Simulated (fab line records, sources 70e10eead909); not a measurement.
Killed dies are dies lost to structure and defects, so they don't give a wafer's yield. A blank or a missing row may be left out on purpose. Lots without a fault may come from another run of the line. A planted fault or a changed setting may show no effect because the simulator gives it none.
fab line records | flow nand_harc
record lots=6 wafers=18 last_day=33
route steps=1302 shown A_SOURCE_PLATE@416 A_ONON_D1@424
lots that met no fault: from a run of the same line without faults
start_h: hours from the record's first day to the start of the lot's first wafer shown | wait_h: hours since the lot's step before | " the same as in the row above | L1.1+2: a row that stands for several wafers | - no value, or no start given | * or withheld: withheld | < > ~ a bound
route shown NAME@n: a module of which the file shows steps, and the number in the route of the first | usual: mean/standard deviation of fault-free wafers | same: alike in all rows | chamber/n: place in a boat | sites: the reading at each site | _std_site: their standard deviation | _edge_site: outer sites' mean less inner sites' | radius_mm: how far each site lies from the wafer's centre | mask NAME#n: copy n | behind: the tool/chamber that last shaped the wafer | hold: why the lot was held/for how many hours/how that ended | device: the transistor (n, p or np) that didn't switch | end of line: the same wafers' tests at the end of the route | a step without rows: its recipe alone | killed: dies lost to structure and defects at the first sort, not the wafer's yield | map: a wafer's dies, x killed, . not, _ none there
set.NAME: the setting as run; set.NAME@STEP: as run at that earlier step | model.NAME: the simulator's own value behind a step, which no gauge read
lots at some steps of the route; a table a step, a row a wafer
services: from which hour (start_h, from the record's first day; less than 0 if before it) a tool's chamber was out of use, for how many hours, and why
## steps
# step NHARC_A_SOURCE_PLATE_THK_MEAS_09
# recipe thk_meas_gauge=ellipsometry
# usual thk_nm=9.7/1
# columns lot.wafer tool chamber start_h wait_h thk_nm
L246.1 film_metro-02 - 170.42 0.4 11.4
L246.3 " - " " 9.9
L246.4 " - " " 9.8
L249.1 film_metro-01 - 192.42 0.4 10.3
L249.4 " - " " 9.5
L249.6 " - " " 11.3
L253.1 film_metro-02 - 241.01 0.4 9.9
L253.3 " - " " 10.9
L253.4 " - " " 11.8
L256.1 film_metro-01 - 268.02 0.4 8.0
L256.3 " - " " 8.4
L256.4 " - " " 9.3
L264.1 film_metro-01 - 348.63 0.4 7.9
L264.3 " - " " 10.6
L264.6 " - " " 10.0
L265.3 film_metro-02 - 357.30 0.4 9.3
L265.5 " - " " 8.6
L265.6 " - " " 8.8
# step NHARC_A_SOURCE_PLATE_PVD_04
# recipe target_thk_a=500 material=WSi2
# step NHARC_A_SOURCE_PLATE_CVD_03
# recipe target_thk_a=2000 temp_c=620 pressure_mtorr=200 time_s=4000 material=poly-Si
# step NHARC_A_SOURCE_PLATE_ANNEAL_05
# recipe temp_c=850 time_s=1800
# step NHARC_A_SOURCE_PLATE_THK_MEAS_06
# recipe thk_meas_gauge=ellipsometry
# usual thk_nm=200.6/2.3
# columns lot.wafer tool chamber start_h wait_h thk_nm
L246.1 film_metro-01 - 183.36 0.4 198.4
L246.3 " - " " 197.6
L246.4 " - " " 199.1
L249.1 film_metro-02 - 205.47 0.4 201.8
L249.4 " - " " 203.6
L249.6 " - " " 203.3
L253.1 film_metro-02 - 254.55 0.4 198.0
L253.3 " - " " 200.4
L253.4 " - " " 199.9
L256.1 film_metro-01 - 280.92 0.4 204.2
L256.3 " - " " 199.9
L256.4 " - " " 201.6
L264.1 film_metro-02 - 361.18 0.4 202.1
L264.3 " - " " 204.2
L264.6 " - " " 200.4
L265.3 film_metro-01 - 371.01 0.4 200.0
L265.5 " - " " 204.4
L265.6 " - " " 202.0
# step NHARC_A_SOURCE_PLATE_INSPECT_08
# usual raw_defect_count=60/25
# columns lot.wafer tool chamber start_h wait_h raw_defect_count
L246.1 defect_inspect-02 - 183.42 0.0 48
L246.3 " - " " 65
L246.4 " - " " 33
L249.1 defect_inspect-02 - 205.57 0.0 54
L249.4 " - " " 39
L249.6 " - " " 41
L253.1 defect_inspect-02 - 254.61 0.0 60
L253.3 " - " " 61
L253.4 " - " " 82
L256.1 defect_inspect-01 - 281.03 0.0 56
L256.3 " - " " 52
L256.4 " - " " 54
L264.1 defect_inspect-01 - 361.28 0.0 86
L264.3 " - " " 51
L264.6 " - " " 45
L265.3 defect_inspect-02 - 371.09 0.0 89
L265.5 " - " " 79
L265.6 " - " " 59
# step NHARC_A_ONON_D1_DEP_00
# recipe target_thk_a=10000 n2_flow_sccm=2750 n2o_flow_sccm=2000 nh3_flow_sccm=500 sih4_flow_sccm=210 temp_c=400
# step NHARC_A_ONON_D1_THK_MEAS_02
# recipe thk_meas_gauge=ellipsometry
# usual thk_nm=996/8.2
# columns lot.wafer tool chamber start_h wait_h thk_nm
L246.1 film_metro-01 - 183.98 - 999
L246.3 " - " " 997
L246.4 " - " " 998
L249.1 film_metro-01 - 206.15 - 991
L249.4 " - " " 990
L249.6 " - " " 993
L253.1 film_metro-02 - 255.19 - 993
L253.3 " - " " 992
L253.4 " - " " 993
L256.1 film_metro-01 - 281.86 - 992
L256.3 " - " " 992
L256.4 " - " " 994
L264.1 film_metro-01 - 361.86 - 1010
L264.3 " - " " 1011
L264.6 " - " " 1006
L265.3 film_metro-01 - 371.68 - 997
L265.5 " - " " 995
L265.6 " - " " 996
# step NHARC_A_ONON_D1_DEP_03
# recipe target_thk_a=10000 n2_flow_sccm=2750 n2o_flow_sccm=2000 nh3_flow_sccm=500 sih4_flow_sccm=210 temp_c=400
# step NHARC_A_ONON_D1_THK_MEAS_05
# recipe thk_meas_gauge=ellipsometry
# usual thk_nm=1001/9.9
# columns lot.wafer tool chamber start_h wait_h thk_nm
L246.1 film_metro-01 - 184.55 - 1011
L246.3 " - " " 1011
L246.4 " - " " 1011
L249.1 film_metro-01 - 206.71 - 986
L249.4 " - " " 987
L249.6 " - " " 985
L253.1 film_metro-02 - 255.76 - 993
L253.3 " - " " 991
L253.4 " - " " 994
L256.1 film_metro-01 - 282.43 - 1003
L256.3 " - " " 1002
L256.4 " - " " 1006
L264.1 film_metro-01 - 362.43 - 1019
L264.3 " - " " 1018
L264.6 " - " " 1017
L265.3 film_metro-02 - 372.24 - 1005
L265.5 " - " " 1004
L265.6 " - " " 1001
# step NHARC_A_ONON_D1_DEP_06
# recipe target_thk_a=10000 n2_flow_sccm=2750 n2o_flow_sccm=2000 nh3_flow_sccm=500 sih4_flow_sccm=210 temp_c=400
# columns lot.wafer tool chamber start_h wait_h
L246.1+3+4 pecvd_onon-02 0 184.61 0.1
L249.1+4+6 pecvd_onon-01 0 206.76 0.1
L253.1+3+4 pecvd_onon-01 0 255.81 0.1
L256.1+3+4 pecvd_onon-04 0 282.49 0.1
L264.1+3+6 pecvd_onon-01 0 362.49 0.1
L265.3+5+6 pecvd_onon-01 0 372.42 0.2
# step NHARC_A_ONON_D1_THK_MEAS_08
# recipe thk_meas_gauge=ellipsometry
# usual thk_nm=998/11
# columns lot.wafer tool chamber start_h wait_h thk_nm
L246.1 film_metro-01 - 185.12 - 996
L246.3 " - " " 996
L246.4 " - " " 997
L249.1 film_metro-02 - 207.27 - 992
L249.4 " - " " 992
L249.6 " - " " 990
L253.1 film_metro-02 - 256.35 - 987
L253.3 " - " " 987
L253.4 " - " " 987
L256.1 film_metro-02 - 282.99 - 1008
L256.3 " - " " 1006
L256.4 " - " " 1008
L264.1 film_metro-01 - 363.00 - 1021
L264.3 " - " " 1022
L264.6 " - " " 926
L265.3 film_metro-02 - 372.81 - 1026
L265.5 " - " " 1026
L265.6 " - " " 928
# step NHARC_A_ONON_D1_DEP_09
# recipe target_thk_a=10000 n2_flow_sccm=2750 n2o_flow_sccm=2000 nh3_flow_sccm=500 sih4_flow_sccm=210 temp_c=400
## services
# columns tool chamber start_h hours kind
pecvd_onon-02 - 185.00 13.0 pm
pecvd_onon-01 - 269.00 13.0 pm
pecvd_onon-04 - 304.04 0.3 repair
pecvd_onon-04 - 311.10 13.0 pm
pecvd_onon-02 - 366.31 13.0 pm
## key
first_sign step=NHARC_A_ONON_D1_THK_MEAS_08 reading=thk_nm direction=down sigmas=6.3 usual=998 struck=927
effect none on later readings
met_at NHARC_A_ONON_D1_DEP_06
struck_wafers L264.6,L265.6
later_rows_left_out L264.6,L265.6
sort_left_out L264.6,L265.6
tester_left_out L264,L265
onset_between 255.81 362.49
fault kind=process_parameter_drift tool=pecvd_onon-01 chamber=- onset_h=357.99 steps=NHARC_A_ONON_D1_DEP_06 channel=target_thk_a offset=* shape=step end_h=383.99 scope=struck_wafers_only acts_in=* stated=*
# tester_left_out: of these lots the tester's yield and bins aren't shown, on N5 and GAA mostly nor the transistor test; their killed dies are dies lost to structure and defects alone, not to doping, threshold or leakage, so they don't give the yield
# sort_left_out: the simulated sort isn't trusted on such a fault, so these wafers' sort isn't shown, and their yield isn't known
# later_rows_left_out: the simulator's readings of these wafers behind a module that went badly wrong aren't trusted and aren't shown, but for the sort
